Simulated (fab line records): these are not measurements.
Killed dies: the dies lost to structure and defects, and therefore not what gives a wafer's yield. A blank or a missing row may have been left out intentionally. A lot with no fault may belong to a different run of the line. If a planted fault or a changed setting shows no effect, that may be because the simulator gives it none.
fab line records ; flow n5_finfet
record lots=4; wafers=12; last_day=16
route steps=1938 shown BEOL_M6@1257 BEOL_M7@1263 PASSIVATION@1936
lots with no fault: from the same line, run without faults
start_h: hours from the record's opening day to when the first of the lot's shown wafers began ; wait_h: hours from the lot's prior step to this one ; " the same as in the row above ; L1.1+2: several wafers, shown together as one row ; - no value, or no start given ; * or withheld: withheld ; < > ~ a bound
route shown NAME@n: NAME is a module with steps in the file, n the number in the route of the first one ; usual: mean/standard deviation of fault-free wafers ; same: alike in all rows ; chamber/n: place in a boat ; sites: readings site by site ; _std_site: standard deviation of those values ; _edge_site: the outer-site mean with the inner-site mean subtracted ; radius_mm: for every site, how far away it sits from the centre of the wafer ; mask NAME#n: copy n ; behind: the tool/chamber that last shaped the wafer ; hold: cause of the lot's hold/its duration in hours/its outcome ; device: names the non-switching transistor (n, p or np) ; end of line: the same wafers' tests at the end of the route ; step lacking rows: just its recipe ; killed: dies that structure and defects cost at the first sort, which is not the same as the wafer's yield ; map: a wafer's dies, x killed, . not, _ none there
set.NAME: setting as actually run; set.NAME@STEP: the setting as run at that earlier step ; model.NAME: the simulator's own value behind a step, which no gauge read
lots seen at some steps along the route; tables by step, rows by wafer
services: a tool's chamber out of use, with start hour (start_h, from the record's first day; less than 0 if before it), hours out, and reason
## steps
# step N5_BEOL_M6_CMP_52
# recipe stop_on=SiCOH_lowk; t_overpolish_s=6.9; down_force_psi=1; platen_rpm=50; clearing_platen_down_force_psi=1.5; clearing_platen_rpm=50; post_cmp_clean=cu_alkaline; target_thk_nm=80; clearing_platen_pad_velocity_m_s=0.99484; pad_velocity_m_s=0.99484
# step N5_BEOL_M6_PRE_CLEAN_55
# recipe gas=NH3; time_s=15; temp_c=withheld; rf_power_w=300
# step N5_BEOL_M6_DEP_56
# recipe material=SiCN; target_thk_a=100; temp_c=withheld; precursor=3MS/NH3; pressure_torr=3; rf_w=202; time_s=17.5
# step N5_BEOL_M7_ILD_DEP_00
# recipe material=SiCOH_lowk; target_thk_a=1797.5; temp_c=300; precursor=DEMS/porogen; pressure_torr=5; rf_w=500; time_s=33.4
# step N5_BEOL_M7_CURE_74
# recipe temp_c=385; time_s=240; ambient=He/Ar; material=SiCOH_lowk
# step N5_BEOL_M7_PECVD_70
# recipe material=SiO2; target_thk_a=200; temp_c=400; precursor=TEOS/O2; pressure_torr=5.5; rf_w=450; teos_flow_sccm=53.8; gas=O2; flow_sccm=3000; time_s=22.7
# step N5_BEOL_M7_HM_DEP_02
# recipe material=TiN; target_thk_a=200; temp_c=25; chamber_pressure_pa=0.49996
# step N5_BEOL_M7_COAT_59
# recipe resist=SOC; temp_c=250; time_s=60; spin_rpm=1500; resist_thk_nm=100
# step N5_BEOL_M7_COAT_60
# recipe resist=SiARC; temp_c=220; time_s=60; spin_rpm=1500; resist_thk_nm=35
# usual spin_speed_rpm=1500.0/1.1
# same time_s=60
lot.wafer;tool;chamber;start_h;wait_h;spin_speed_rpm;model.SiARC_of_BEOL_M7_COAT_60.thk_nm
L171.2;litho_track-03;0;226.65;-;1499.5;35
L171.4;litho_track-03;0;226.65;-;1500.0;35.2
L171.5;litho_track-03;0;226.65;-;1499.0;35
L177.1;litho_track-03;0;256.21;-;1399.2;36.2
L177.2;litho_track-03;0;256.21;-;1399.8;36.2
L177.5;litho_track-03;0;256.21;-;1401.8;36.2
L178.2;litho_track-03;0;259.74;-;1400.6;36.4
L178.5;litho_track-03;0;259.74;-;1399.7;36.2
L178.6;litho_track-03;0;259.74;-;1399.4;36.2
L187.2;litho_track-04;0;317.68;-;1500.0;35
L187.5;litho_track-04;0;317.68;-;1500.7;35
L187.6;litho_track-04;0;317.68;-;1499.5;34.8
# step N5_BEOL_M7_COAT_05
# recipe resist=CAR-ArF; spin_rpm=1500; resist_thk_nm=90
# step N5_BEOL_M7_EBR_07
# recipe solvent=PGMEA; ebr_width_mm=1.5
# step N5_BEOL_M7_SOFTBAKE_06
# recipe temp_c=110; time_s=60; resist=CAR-ArF
# step N5_BEOL_M7_EXPOSE_08
# recipe mask_id=M7; na=1.35; source_shape=dipole; sigma_inner=0.817; sigma_outer=0.97; polarization=te; dose_mj=68.25
# step N5_BEOL_M7_PEB_09
# recipe peb_temp_c=withheld; peb_time_s=60; resist=CAR-ArF
# step N5_BEOL_M7_DEVELOP_10
# recipe develop_time_s=30; developer=TMAH; resist=CAR-ArF; rinse_liquid=diw; dry=air_spin; dev_temp_c=23
# step N5_BEOL_M7_DESCUM_16
# recipe chemistry=O2; time_s=7.9; source_power_w=50; bias_power_w=20; pressure_mtorr=20; rf_frequency_hz=2.712e+07; temp_c=40; resist=CAR-ArF; o2_flow_sccm=225
# step N5_BEOL_M7_ETCH_61
# recipe chemistry=CF4; target=SiARC; target_depth_a=455; mask_material=CAR-ArF; time_s=75.8; ion_energy_ev=80; pressure_mtorr=40; source_w=545; bias_w=36; Ar_flow_sccm=100; cf4_flow_sccm=100; ends=cleared
# usual bias_w=36.00/0.11; drypump_motor_current_A=5.9/0.43; etch_rf_on_time_s=75.9/2.5; oes_product_au=0.66/0.078; rf_vpp_V=184.3/1.1; showerhead_plenum_p_Torr=2.16/0.06; throttle_valve_pct=15.64/0.29
lot.wafer;tool;chamber;start_h;wait_h;bias_w;drypump_motor_current_A;etch_rf_on_time_s;oes_product_au;rf_hours_counter_h;rf_vpp_V;showerhead_plenum_p_Torr;throttle_valve_pct;model.etch.depth_nm;model.CAR-ArF_of_BEOL_M7_COAT_05.thk_nm
L171.2;rie_diel-02;3;227.14;0.0;36.04;5.8;75.8;0.58;224;182.8;2.10;16.05;35.08;50.6
L171.4;rie_diel-02;0;227.14;0.0;35.89;5.9;71.6;0.85;1;185.3;2.16;15.16;35.16;50.6
L171.5;rie_diel-02;1;227.14;0.0;35.77;5.7;78.0;0.59;-;183.2;2.06;16.05;34.92;50.6
L177.1;rie_diel-01;2;256.58;0.0;36.16;5.4;76.9;0.71;94;184.6;2.15;15.76;36.24;49.8
L177.2;rie_diel-01;0;256.58;0.0;35.92;5.1;75.9;0.61;204;183.3;2.22;15.68;36.16;49.8
L177.5;rie_diel-01;1;256.58;0.0;36.03;5.7;76.3;0.79;-;183.7;2.08;15.04;36.17;49.8
L178.2;rie_diel-02;2;260.11;0.0;35.97;6.0;77.4;0.63;203;185.5;2.22;15.80;36.32;49.2
L178.5;rie_diel-02;2;260.11;0.0;36.01;6.0;77.5;0.62;-;185.8;2.22;15.80;36.15;49.2
L178.6;rie_diel-02;3;260.11;0.0;35.62;5.8;77.1;0.58;-;184.0;2.10;16.06;36.25;49.2
L187.2;rie_diel-01;2;318.37;0.0;36.06;5.4;74.1;0.70;115;183.5;2.14;15.79;34.96;50.8
L187.5;rie_diel-01;2;318.37;0.0;35.90;5.4;73.6;0.69;-;185.6;2.14;15.80;35;50.4
L187.6;rie_diel-01;3;318.37;0.0;35.87;6.3;74.6;0.82;-;182.9;2.10;15.23;34.89;50.8
# step N5_BEOL_M7_ETCH_62
# recipe chemistry=N2/H2; target=SOC; target_depth_a=1100; overetch_a=220; mask_material=SiARC; temp_c=40; time_s=165; ion_energy_ev=200; pressure_mtorr=30; source_w=840; bias_w=150; n2_flow_sccm=200; h2_flow_sccm=200
# usual bias_w=150.0/0.5; drypump_motor_current_A=5.9/0.43; oes_product_au=0.66/0.073; rf_vpp_V=524.7/2.2; showerhead_plenum_p_Torr=2.57/0.08; throttle_valve_pct=17.9/0.32
# same time_s=165
lot.wafer;tool;chamber;start_h;wait_h;bias_w;drypump_motor_current_A;oes_product_au;rf_hours_counter_h;rf_vpp_V;showerhead_plenum_p_Torr;throttle_valve_pct;model.SiARC_of_BEOL_M7_COAT_60.thk_nm
L171.2;rie_diel-02;3;227.19;0.0;150.1;5.7;0.58;224;523.6;2.50;18.4;28
L171.4;rie_diel-02;0;227.19;0.0;149.7;5.9;0.81;1;525.7;2.62;17.6;27.6
L171.5;rie_diel-02;1;227.19;0.0;149.7;5.7;0.60;-;520.4;2.41;18.1;28.8
L177.1;rie_diel-01;2;256.63;0.0;150.2;5.4;0.69;94;526.3;2.58;18.3;29.2
L177.2;rie_diel-01;0;256.63;0.0;150.3;5.1;0.60;204;524.9;2.63;17.9;29.4
L177.5;rie_diel-01;1;256.63;0.0;150.4;5.6;0.78;-;522.1;2.49;17.5;29.8
L178.2;rie_diel-02;2;260.16;0.0;149.7;6.0;0.61;203;525.7;2.64;18.2;29.6
L178.5;rie_diel-02;2;260.16;0.0;149.9;6.0;0.62;-;526.0;2.64;18.2;29.6
L178.6;rie_diel-02;3;260.16;0.0;151.6;5.8;0.57;-;521.6;2.50;18.4;29.2
L187.2;rie_diel-01;2;318.43;0.0;149.6;5.4;0.68;115;525.3;2.57;18.4;28
L187.5;rie_diel-01;2;318.43;0.0;149.8;5.4;0.68;-;523.6;2.57;18.4;28
L187.6;rie_diel-01;3;318.43;0.0;150.2;6.3;0.81;-;522.5;2.49;17.3;28.2
# step N5_BEOL_M7_STRIP_68
# recipe chemistry=N2/H2; temp_c=40; n2_flow_sccm=200; h2_flow_sccm=200; rf_frequency_hz=6e+07
# step N5_PASSIVATION_PROBE_49
# usual defect_limited_yield=91.4/1.5; killed_at_M0_to_M3=36/11; killed_at_M4_up=14/6; killed_at_contacts=11/6; killed_at_front_end=37/11; killed_at_other=4/3.4; killed_dies=102/18; killed_open=66/13; killed_short=34/7.8; sort_bin_4_leakage=0.00/0.017; sort_bin_5_function=5.0/0.97; sort_bin_6_memory=3.2/0.7; sort_n_pass=1078/19; sort_yield_pct=91.3/1.6
# same gross_dies=1180; killed_at_back_side=0; sort_bin_8_speed[%]=0
lot.wafer;tool;chamber;start_h;wait_h;defect_limited_yield[%];killed_at_M0_to_M3;killed_at_M4_up;killed_at_contacts;killed_at_front_end;killed_at_other;killed_dies;killed_open;killed_short;sort_bin_4_leakage[%];sort_bin_5_function[%];sort_bin_6_memory[%];sort_n_pass;sort_yield_pct[%]
L171.2;prober-01;-;309.54;0.1;91.8;52;5;14;22;4;97;76;21;0;5.4;2.6;1083;91.8
L171.4;prober-01;-;309.64;0.2;93.2;38;9;6;24;3;80;48;29;0;4.1;2.5;1100;93.2
L171.5;prober-01;-;309.69;0.2;93.9;25;5;11;26;5;72;53;18;0;3.8;2.0;1108;93.9
L178.2;prober-02;-;344.68;0.8;91.5;40;13;13;31;3;100;53;46;0.08;5.0;3.4;1079;91.4
L178.5;prober-02;-;344.83;1.0;93.4;37;10;7;23;1;78;47;30;0;3.4;3.0;1102;93.4
L178.6;prober-02;-;344.88;1.0;91.0;35;21;15;32;3;106;62;41;0;4.9;3.9;1074;91.0
# killed by level:class
L171.2 BEOL_M1:geometric_particle:open=13 MOL_CONTACT_COAG:geometric_particle:open=12 BEOL_M3:geometric_particle:open=12 BEOL_M0_SAQP:geometric_particle:open=11 BEOL_M2:geometric_particle:open=6 FIN_SAQP:geometric_particle:short=5 FIN_SAQP:geometric_particle:open=4 BEOL_M1:geometric_particle:short=4
L171.4 BEOL_M1:geometric_particle:open=10 BEOL_M0_SAQP:geometric_particle:short=9 BEOL_M2:geometric_particle:open=8 BEOL_M0_SAQP:geometric_particle:open=5 BEOL_M8:geometric_particle:open=5 STARTING-WAFER:geometric_particle:short=5 FIN_SAQP:geometric_particle:short=4 MOL_CONTACT_COAG:geometric_particle:open=4
L171.5 BEOL_M2:geometric_particle:open=10 MOL_CONTACT_COAG:geometric_particle:open=9 STI_FIN_REVEAL:geometric_particle:open=7 FIN_SAQP:geometric_particle:open=4 BEOL_M3:geometric_particle:open=4 FIN_SAQP:geometric_particle:short=3 STI_FIN_REVEAL:geometric_particle:short=3 BEOL_M0_SAQP:geometric_particle:short=3
L178.2 BEOL_M0_SAQP:geometric_particle:short=10 MOL_CONTACT_COAG:geometric_particle:open=9 BEOL_M3:geometric_particle:short=9 GATE_CUT:geometric_particle:short=7 BEOL_M3:geometric_particle:open=7 BEOL_M4:geometric_particle:open=7 FIN_SAQP:geometric_particle:open=6 BEOL_M0_SAQP:geometric_particle:open=6
L178.5 BEOL_M3:geometric_particle:open=10 BEOL_M0_SAQP:geometric_particle:open=9 BEOL_M0_SAQP:geometric_particle:short=8 FIN_SAQP:geometric_particle:short=7 MOL_CONTACT_COAG:geometric_particle:open=6 DUMMY_GATE:geometric_particle:open=3 GATE_CUT:geometric_particle:short=3 BEOL_M1:geometric_particle:open=3
L178.6 BEOL_M0_SAQP:geometric_particle:short=12 BEOL_M0_SAQP:geometric_particle:open=10 MOL_CONTACT_COAG:geometric_particle:open=8 BEOL_M4:geometric_particle:open=7 FIN_SAQP:geometric_particle:open=6 FIN_SAQP:geometric_particle:short=6 MOL_CONTACT_COAG:geometric_particle:short=6 DUMMY_GATE:geometric_particle:open=5
## services
tool;chamber;start_h;hours;kind
rie_diel-01;3;213.02;48.6;repair
rie_diel-01;3;261.78;-;clean
rie_diel-01;3;261.78;-;consumable_replace:focus_ring
rie_diel-01;3;261.78;18.0;scheduled_down
rie_diel-01;3;261.78;18.0;vent_cycle
rie_diel-02;1;311.81;7.9;repair
rie_diel-02;3;314.33;6.4;repair
## key
first_sign step=N5_BEOL_M7_COAT_60; reading=spin_speed_rpm; direction=down; sigmas=95; usual=*; struck=*
effect none on later readings
model_effect step=N5_BEOL_M7_COAT_60; value=SiARC_of_BEOL_M7_COAT_60.thk_nm; without=35; struck=36.23
model_effect step=N5_BEOL_M7_ETCH_61; value=etch.depth_nm; without=34.98; struck=36.21
model_effect step=N5_BEOL_M7_ETCH_62; value=SiARC_of_BEOL_M7_COAT_60.thk_nm; without=28.2; struck=29.47
met_at N5_BEOL_M7_COAT_60
struck_wafers L177.1,L177.2,L177.5,L178.2,L178.5,L178.6
onset_between 226.65 256.21
fault kind=process_parameter_drift; tool=litho_track-03; chamber=-; onset_h=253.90; steps=N5_BEOL_M7_COAT_60; channel=spin_rpm; offset=*; shape=step; end_h=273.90; acts_in=*; stated=*
